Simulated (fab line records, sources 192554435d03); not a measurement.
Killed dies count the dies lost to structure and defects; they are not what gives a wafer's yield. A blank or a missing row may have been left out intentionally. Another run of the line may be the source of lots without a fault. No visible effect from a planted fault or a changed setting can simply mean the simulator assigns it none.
The tool behind it: which one? :: flow n5Finfet :: 10 lots with 30 wafers sampled at 4 steps, on a route of 1938 steps

## WHAT EACH GAUGE READ, for each wafer
N5_BEOL_M6_OVL_MEAS_29. Usual: V5_OVL 0.1 nm, standard deviation 0.68.
lot: L816
measured: day 9 09:02
on: overlay-01
V5_OVL (nm): -0.7 -1.1 -0.9
flag: 

lot: L818
measured: day 9 16:23
on: overlay-02
V5_OVL (nm): -0.6 0.0 -1.4
flag: 

lot: L819
measured: day 10 12:04
on: overlay-02
V5_OVL (nm): -0.1 -0.7 -0.8
flag: 

lot: L820
measured: day 10 22:31
on: overlay-01
V5_OVL (nm): 0.9 0.9 1.4
flag: 

lot: L829
measured: day 13 06:37
on: overlay-01
V5_OVL (nm): -0.1 0.2 -0.1
flag: 

lot: L834
measured: day 14 08:00
on: overlay-02
V5_OVL (nm): -0.4 -0.6 -0.4
flag: 

lot: L835
measured: day 14 08:52
on: overlay-01
V5_OVL (nm): 0.0 0.9 0.8
flag: 

lot: L836
measured: day 14 13:04
on: overlay-02
V5_OVL (nm): -1.3 -0.9 -0.4
flag: 

lot: L837
measured: day 14 19:11
on: overlay-01
V5_OVL (nm): 0.5 0.3 0.8
flag: 

lot: L839
measured: day 15 21:38
on: overlay-02
V5_OVL (nm): 1.1 0.8 1.1
flag: 

N5_BEOL_M6_CD_MEAS_35: target cd 40 nm, target cd y 28 nm. Usual: 40.0 nm for cdNm, sd 0.56.
lot: L816
measured: day 9 09:53
on: cdSem-01
cdNm (nm): 40.9 41.5 41.2
flag: 

lot: L818
measured: day 9 17:15
on: cdSem-01
cdNm (nm): 40.0 39.6 39.5
flag: 

lot: L819
measured: day 10 12:49
on: cdSem-02
cdNm (nm): 39.9 39.6 39.2
flag: 

lot: L820
measured: day 10 23:19
on: cdSem-02
cdNm (nm): 39.7 40.2 40.2
flag: 

lot: L829
measured: day 13 07:20
on: cdSem-02
cdNm (nm): 39.8 40.4 40.1
flag: 

lot: L834
measured: day 14 08:41
on: cdSem-03
cdNm (nm): 40.1 40.6 40.3
flag: 

lot: L835
measured: day 14 09:33
on: cdSem-03
cdNm (nm): 39.4 38.8 39.0
flag: 

lot: L836
measured: day 14 13:50
on: cdSem-03
cdNm (nm): 41.0 41.8 40.4
flag: 

lot: L837
measured: day 14 20:14
on: cdSem-02
cdNm (nm): 40.2 39.9 40.1
flag: 

lot: L839
measured: day 15 22:36
on: cdSem-01
cdNm (nm): 39.0 39.2 39.9
flag: 

## WHAT TOOL EACH LOT RAN ON (gives the tool, then ch and the chambers of the sampled wafers, and finally the start)
lot: L816
N5_BEOL_M6_STRIP_19: rieDiel-05 ch 0,1,2, day 9 04:39
N5_BEOL_M6_TRENCH_ETCH_37: rieDiel-04 ch 0,1,3, day 9 09:35

lot: L818
N5_BEOL_M6_STRIP_19: rieDiel-04 ch 0,2,3, day 9 14:28
N5_BEOL_M6_TRENCH_ETCH_37: rieDiel-05 ch 2,3, day 9 16:56

lot: L819
N5_BEOL_M6_STRIP_19: rieDiel-05 ch 1,2, day 10 11:40
N5_BEOL_M6_TRENCH_ETCH_37: rieDiel-04 ch 1,2,3, day 10 12:31

lot: L820
N5_BEOL_M6_STRIP_19: rieDiel-05 ch 0,1, day 10 18:43
N5_BEOL_M6_TRENCH_ETCH_37: rieDiel-05 ch 0,1,2, day 10 23:01

lot: L829
N5_BEOL_M6_STRIP_19: rieDiel-02 ch 0,1, day 13 05:54
N5_BEOL_M6_TRENCH_ETCH_37: rieDiel-02 ch 0,1, day 13 07:01

lot: L834
N5_BEOL_M6_STRIP_19: rieDiel-05 ch 0,1,3, day 14 06:55
N5_BEOL_M6_TRENCH_ETCH_37: rieDiel-04 ch 1,2,3, day 14 08:22

lot: L835
N5_BEOL_M6_STRIP_19: rieDiel-05 ch 2,3, day 14 08:25
N5_BEOL_M6_TRENCH_ETCH_37: rieDiel-05 ch 1,2,3, day 14 09:13

lot: L836
N5_BEOL_M6_STRIP_19: rieDiel-04 ch 0,2, day 14 11:48
N5_BEOL_M6_TRENCH_ETCH_37: rieDiel-04 ch 0,1,2, day 14 13:31

lot: L837
N5_BEOL_M6_STRIP_19: rieDiel-04 ch 1,2, day 14 18:19
N5_BEOL_M6_TRENCH_ETCH_37: rieDiel-04 ch 0,2, day 14 19:55

lot: L839
N5_BEOL_M6_STRIP_19: rieDiel-02 ch 0,3, day 15 19:26
N5_BEOL_M6_TRENCH_ETCH_37: rieDiel-05 ch 1,2, day 15 22:17
- N5_BEOL_M6_STRIP_19: strips in O2.
- N5_BEOL_M6_TRENCH_ETCH_37: etches SiCOH lowk in C4F6/O2, target depth 94.435 nm, time 31.5 s.

## WHAT THE TOOLS THEMSELVES READ (means of the sampled wafers that have a number; where no wafer has one, the mark that the record gives instead)
N5_BEOL_M6_STRIP_19. Usual: drypumpMotorCurrentA 5.9 A, standard deviation 0.35; oesProductAu 0.80 a.u., standard deviation 0.081; rfVppV 3.6 V, standard deviation 0.64; showerheadPlenumPTorr 2.12 Torr, standard deviation 0.11; throttleValvePct 16.61 %, standard deviation 0.15.
lot: L816
tool: rieDiel-05
drypumpMotorCurrentA (A): 5.6
oesProductAu (a.u.): 0.81
rfVppV (V): 3.5
showerheadPlenumPTorr (Torr): 2.11
throttleValvePct (%): 16.60
flag: 

lot: L818
tool: rieDiel-04
drypumpMotorCurrentA (A): 6.2
oesProductAu (a.u.): 0.82
rfVppV (V): 4.1
showerheadPlenumPTorr (Torr): 2.11
throttleValvePct (%): 16.62
flag: 

lot: L819
tool: rieDiel-05
drypumpMotorCurrentA (A): 5.5
oesProductAu (a.u.): 0.79
rfVppV (V): 3.3
showerheadPlenumPTorr (Torr): 2.02
throttleValvePct (%): 16.70
flag: 

lot: L820
tool: rieDiel-05
drypumpMotorCurrentA (A): 5.5
oesProductAu (a.u.): 0.74
rfVppV (V): 4.1
showerheadPlenumPTorr (Torr): 2.09
throttleValvePct (%): 16.63
flag: 

lot: L829
tool: rieDiel-02
drypumpMotorCurrentA (A): 5.4
oesProductAu (a.u.): 0.80
rfVppV (V): 3.2
showerheadPlenumPTorr (Torr): 2.20
throttleValvePct (%): 16.51
flag: 

lot: L834
tool: rieDiel-05
drypumpMotorCurrentA (A): 5.7
oesProductAu (a.u.): 0.78
rfVppV (V): 3.6
showerheadPlenumPTorr (Torr): 2.07
throttleValvePct (%): 16.65
flag: 

lot: L835
tool: rieDiel-05
drypumpMotorCurrentA (A): 6.0
oesProductAu (a.u.): 0.86
rfVppV (V): 3.8
showerheadPlenumPTorr (Torr): 2.19
throttleValvePct (%): 16.56
flag: 

lot: L836
tool: rieDiel-04
drypumpMotorCurrentA (A): 6.2
oesProductAu (a.u.): 0.81
rfVppV (V): 4.0
showerheadPlenumPTorr (Torr): 2.08
throttleValvePct (%): 16.73
flag: 

lot: L837
tool: rieDiel-04
drypumpMotorCurrentA (A): 6.1
oesProductAu (a.u.): 0.91
rfVppV (V): 3.7
showerheadPlenumPTorr (Torr): 2.16
throttleValvePct (%): 16.42
flag: 

lot: L839
tool: rieDiel-02
drypumpMotorCurrentA (A): 5.7
oesProductAu (a.u.): 0.71
rfVppV (V): 3.1
showerheadPlenumPTorr (Torr): 2.17
throttleValvePct (%): 16.57
flag: 

N5_BEOL_M6_TRENCH_ETCH_37. Usual: for biasW, 185.0 W with a standard deviation of 0.58; for drypumpMotorCurrentA, 5.9 A with a standard deviation of 0.36; for mfcArSccm, 300.0 sccm with a standard deviation of 0.92; for oesProductAu, 0.80 a.u. with a standard deviation of 0.082; for rfVppV, 668 V with a standard deviation of 4.6; for showerheadPlenumPTorr, 2.87 Torr with a standard deviation of 0.13; for throttleValvePct, 20.83 % with a standard deviation of 0.17.
lot: L816
tool: rieDiel-04
biasW (W): 185.0
drypumpMotorCurrentA (A): 6.2
mfcArSccm (sccm): 300.8
oesProductAu (a.u.): 0.78
rfVppV (V): 664
showerheadPlenumPTorr (Torr): 2.84
throttleValvePct (%): 20.74
flag: 

lot: L818
tool: rieDiel-05
biasW (W): 184.9
drypumpMotorCurrentA (A): 6.0
mfcArSccm (sccm): 300.2
oesProductAu (a.u.): 0.84
rfVppV (V): 671
showerheadPlenumPTorr (Torr): 2.99
throttleValvePct (%): 20.94
flag: 

lot: L819
tool: rieDiel-04
biasW (W): 184.9
drypumpMotorCurrentA (A): 6.1
mfcArSccm (sccm): 299.1
oesProductAu (a.u.): 0.76
rfVppV (V): 664
showerheadPlenumPTorr (Torr): 2.76
throttleValvePct (%): 20.90
flag: 

lot: L820
tool: rieDiel-05
biasW (W): 185.1
drypumpMotorCurrentA (A): 5.6
mfcArSccm (sccm): 300.9
oesProductAu (a.u.): 0.78
rfVppV (V): 671
showerheadPlenumPTorr (Torr): 2.87
throttleValvePct (%): 20.89
flag: 

lot: L829
tool: rieDiel-02
biasW (W): 182.4
drypumpMotorCurrentA (A): 5.4
mfcArSccm (sccm): 300.7
oesProductAu (a.u.): 0.77
rfVppV (V): 661
showerheadPlenumPTorr (Torr): 2.98
throttleValvePct (%): 20.87
flag: OFF

lot: L834
tool: rieDiel-04
biasW (W): 185.0
drypumpMotorCurrentA (A): 6.1
mfcArSccm (sccm): 300.0
oesProductAu (a.u.): 0.82
rfVppV (V): 667
showerheadPlenumPTorr (Torr): 2.85
throttleValvePct (%): 20.82
flag: 

lot: L835
tool: rieDiel-05
biasW (W): 185.5
drypumpMotorCurrentA (A): 5.8
mfcArSccm (sccm): 300.5
oesProductAu (a.u.): 0.81
rfVppV (V): 667
showerheadPlenumPTorr (Torr): 2.84
throttleValvePct (%): 20.95
flag: 

lot: L836
tool: rieDiel-04
biasW (W): 185.1
drypumpMotorCurrentA (A): 6.2
mfcArSccm (sccm): 300.2
oesProductAu (a.u.): 0.86
rfVppV (V): 665
showerheadPlenumPTorr (Torr): 2.92
throttleValvePct (%): 20.80
flag: 

lot: L837
tool: rieDiel-04
biasW (W): 184.3
drypumpMotorCurrentA (A): 6.3
mfcArSccm (sccm): 300.6
oesProductAu (a.u.): 0.81
rfVppV (V): 665
showerheadPlenumPTorr (Torr): 2.91
throttleValvePct (%): 20.89
flag: 

lot: L839
tool: rieDiel-05
biasW (W): 184.9
drypumpMotorCurrentA (A): 5.7
mfcArSccm (sccm): 299.7
oesProductAu (a.u.): 0.77
rfVppV (V): 672
showerheadPlenumPTorr (Torr): 2.88
throttleValvePct (%): 21.02
flag: 

## THE ANSWER, worked out from the rows above alone
Rule: take the mean of a lot's wafers that have a number; if it is more than 3 standard deviations from the usual mean, the lot is off. Also off: a lot with no number at a reading for which 4 or more lots have one. Any other lot the step has rows for is counted as sound. First the gauges in route order, then the tools' own readings, where a lot's mean is used as printed above. The first step at which some lot is off is used, and at that step the reading that is off furthest; a lot without a number counts as furthest.
Off: L829 (N5_BEOL_M6_TRENCH_ETCH_37, biasW).
If a tool, at that step or one of the process steps before it, ran each lot that is off and ran no sound lot following the first of them, it fits. One candidate fits, namely rieDiel-02 at N5_BEOL_M6_TRENCH_ETCH_37. It ran no sound lot before its first lot that is off in this sample, so the start can't be narrowed down.
The tool's own readings at N5_BEOL_M6_TRENCH_ETCH_37 bear it out: on the lots that are off they differ by more than 5 times the standard deviation of the sound lots' means. biasW reads 182.4 W there against 185.0 W on the sound lots.

## WHAT THE SIMULATOR HAD PUT IN
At N5_BEOL_M6_TRENCH_ETCH_37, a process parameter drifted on rieDiel-02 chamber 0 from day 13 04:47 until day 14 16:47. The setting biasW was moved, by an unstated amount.
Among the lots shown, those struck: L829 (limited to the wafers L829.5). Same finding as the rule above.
